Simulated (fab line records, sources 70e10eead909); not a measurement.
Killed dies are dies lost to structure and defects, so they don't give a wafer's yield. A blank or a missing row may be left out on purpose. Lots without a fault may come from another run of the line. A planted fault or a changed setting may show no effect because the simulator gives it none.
Which tool did it? | flow nand_harc | 13 lots, 39 wafers sampled, at 6 steps of a route of 1159

WHAT THE GAUGES READ, wafer by wafer
NHARC_A_START_INSPECT_01.
lot  | measured     | on                | raw_defect_count
L284 | day 6 19:34  | defect_inspect-02 | 3 3 0
L285 | day 6 20:43  | defect_inspect-02 | 4 3 3
L286 | day 6 22:09  | defect_inspect-01 | 1 3 4
L287 | day 7 11:01  | defect_inspect-01 | 4 4 3
L288 | day 7 11:49  | defect_inspect-02 | 4 3 1
L289 | day 7 12:04  | defect_inspect-02 | 6 4 3
L296 | day 9 16:29  | defect_inspect-02 | 3 1 4
L299 | day 10 13:10 | defect_inspect-01 | 3 6 2
L300 | day 10 18:32 | defect_inspect-01 | 4 4 4
L302 | day 11 03:13 | defect_inspect-02 | 2 7 4
L304 | day 11 03:55 | defect_inspect-02 | 3 4 3
L305 | day 11 19:54 | defect_inspect-02 | 0 2 3
L307 | day 12 05:34 | defect_inspect-01 | 2 8 2

NHARC_A_SOURCE_PLATE_INSPECT_08.
lot  | measured     | on                | raw_defect_count
L284 | day 7 19:16  | defect_inspect-02 | 44 27 36
L285 | day 7 19:17  | defect_inspect-02 | 101 66 104
L286 | day 7 19:16  | defect_inspect-01 | 90 50 43
L287 | day 8 09:50  | defect_inspect-01 | 62 46 32
L288 | day 8 09:49  | defect_inspect-01 | 50 102 88
L289 | day 8 09:50  | defect_inspect-02 | 39 56 35
L296 | day 10 17:09 | defect_inspect-02 | 62 59 82
L299 | day 11 12:03 | defect_inspect-02 | 54 32 55
L300 | day 11 17:49 | defect_inspect-02 | 74 36 51
L302 | day 12 01:37 | defect_inspect-01 | 40 51 35
L304 | day 12 01:37 | defect_inspect-02 | 63 62 51
L305 | day 12 18:58 | defect_inspect-01 | 35 24 39
L307 | day 13 04:32 | defect_inspect-02 | 38 39 30

NHARC_A_ONON_D1_THK_MEAS_14: measures by ellipsometry.
lot  | measured     | on            | thk_nm (nm)
L284 | day 7 22:15  | film_metro-01 | 1009 1009 1009
L285 | day 7 22:28  | film_metro-01 | 991 991 991
L286 | day 7 22:08  | film_metro-02 | 1006 1005 1006
L287 | day 8 12:44  | film_metro-02 | 1012 1010 1009
L288 | day 8 12:39  | film_metro-02 | 1008 1008 1008
L289 | day 8 12:44  | film_metro-01 | 1004 1004 1004
L296 | day 10 19:59 | film_metro-02 | 663 663 661
L299 | day 11 14:55 | film_metro-02 | 676 676 677
L300 | day 11 20:42 | film_metro-02 | 1005 1004 1003
L302 | day 12 04:27 | film_metro-01 | 997 999 999
L304 | day 12 04:40 | film_metro-02 | 1012 1011 1012
L305 | day 12 21:48 | film_metro-01 | 1012 1013 1012
L307 | day 13 07:22 | film_metro-02 | 1006 1007 1004

NHARC_END_SORT_01.
lot  | measured     | on        | killed_at_array | killed_at_other | killed_at_periphery | killed_dies | killed_open | killed_short
L296 | day 22 21:02 | prober-01 | 669 672 674     | 4 4 2           | 4 1 1               | 677 677 677 | 5 2 2       | 1 1 1
L299 | day 22 12:31 | prober-02 | 671 676 673     | 0 0 0           | 6 1 4               | 677 677 677 | 3 8 3       | 4 1 0

WHICH TOOL RAN EACH LOT (tool, then ch and the chambers of the sampled wafers, then the start)
lot  | NHARC_P_BONDPAD_ANNEAL_28        | NHARC_A_ONON_D1_DEP_12
L284 | rtp_anneal-02 ch 0, day 6 18:13  | pecvd_onon-04 ch 0, day 7 21:44
L285 | rtp_anneal-01 ch 0, day 6 19:24  | pecvd_onon-02 ch 0, day 7 22:01
L286 | rtp_anneal-02 ch 0, day 6 20:49  | pecvd_onon-02 ch 0, day 7 21:37
L287 | rtp_anneal-01 ch 0, day 7 09:43  | pecvd_onon-04 ch 0, day 8 12:17
L288 | rtp_anneal-02 ch 0, day 7 10:35  | pecvd_onon-03 ch 0, day 8 12:15
L289 | rtp_anneal-01 ch 0, day 7 10:46  | pecvd_onon-02 ch 0, day 8 12:16
L296 | rtp_anneal-02 ch 0, day 9 15:16  | pecvd_onon-03 ch 0, day 10 19:35
L299 | rtp_anneal-02 ch 0, day 10 11:52 | pecvd_onon-03 ch 0, day 11 14:28
L300 | rtp_anneal-02 ch 0, day 10 17:10 | pecvd_onon-02 ch 0, day 11 20:11
L302 | rtp_anneal-02 ch 0, day 11 01:51 | pecvd_onon-02 ch 0, day 12 03:56
L304 | rtp_anneal-02 ch 0, day 11 02:31 | pecvd_onon-04 ch 0, day 12 04:09
L305 | rtp_anneal-01 ch 0, day 11 18:35 | pecvd_onon-04 ch 0, day 12 21:21
L307 | rtp_anneal-02 ch 0, day 12 04:15 | pecvd_onon-04 ch 0, day 13 06:55
- NHARC_P_BONDPAD_ANNEAL_28: time 90 s.
- NHARC_A_ONON_D1_DEP_12: target thk 1000 nm.

WHAT THE TOOLS THEMSELVES READ (means of the sampled wafers that have a number; where no wafer has one, the mark that the record gives instead)
NHARC_P_BONDPAD_ANNEAL_28.
lot  | tool          | wafer_temp_C_max
L284 | rtp_anneal-02 | 225.78
L285 | rtp_anneal-01 | 225.95
L286 | rtp_anneal-02 | 225.59
L287 | rtp_anneal-01 | 225.96
L288 | rtp_anneal-02 | 225.91
L289 | rtp_anneal-01 | 225.90
L296 | rtp_anneal-02 | 225.78
L299 | rtp_anneal-02 | 225.83
L300 | rtp_anneal-02 | 225.89
L302 | rtp_anneal-02 | 225.88
L304 | rtp_anneal-02 | 225.62
L305 | rtp_anneal-01 | 225.81
L307 | rtp_anneal-02 | 225.50

THE ANSWER, worked out from the rows above alone
Rule: what is usual is taken from the lots themselves. Put in order of their means at a reading, lots are off if they are a third of the lots or fewer, leave a main group of 4 or more, and stand apart from it by a gap of 3 or more times the standard deviation of the main group's means; of several such gaps the widest counts. A main group whose means are all the same, to the digits that the tables above print for the reading, isn't used. A lot without any number at a reading at which 4 lots or more have one is off too. The other lots that the step has rows for count as sound. The gauges are gone through in route order, then the tools' own readings, and for those a lot's mean is taken as printed above. The first step at which some lot is off is used, and at that step the reading that is off furthest; a lot without a number counts as furthest.
Off: L296, L299, at NHARC_A_ONON_D1_THK_MEAS_14 (thk_nm). The main group: mean 1005 nm, standard deviation 6.
A tool fits if, at a process step before that reading, it ran every lot that is off, and no sound lot after the first of them. The gauges at NHARC_A_ONON_D1_THK_MEAS_14 are tried like those tools. One fits: pecvd_onon-03 at NHARC_A_ONON_D1_DEP_12. Its last sound lot is L288 (day 8 12:15), its first lot that is off L296 (day 10 19:35): a fault that began between those two fits.

WHAT THE SIMULATOR HAD PUT IN
Process parameter drift: pecvd_onon-03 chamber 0, from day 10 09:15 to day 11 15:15, at NHARC_A_ONON_D1_DEP_12. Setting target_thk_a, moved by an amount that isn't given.
Lots struck among those shown: L296, L299. The rule above found the same.
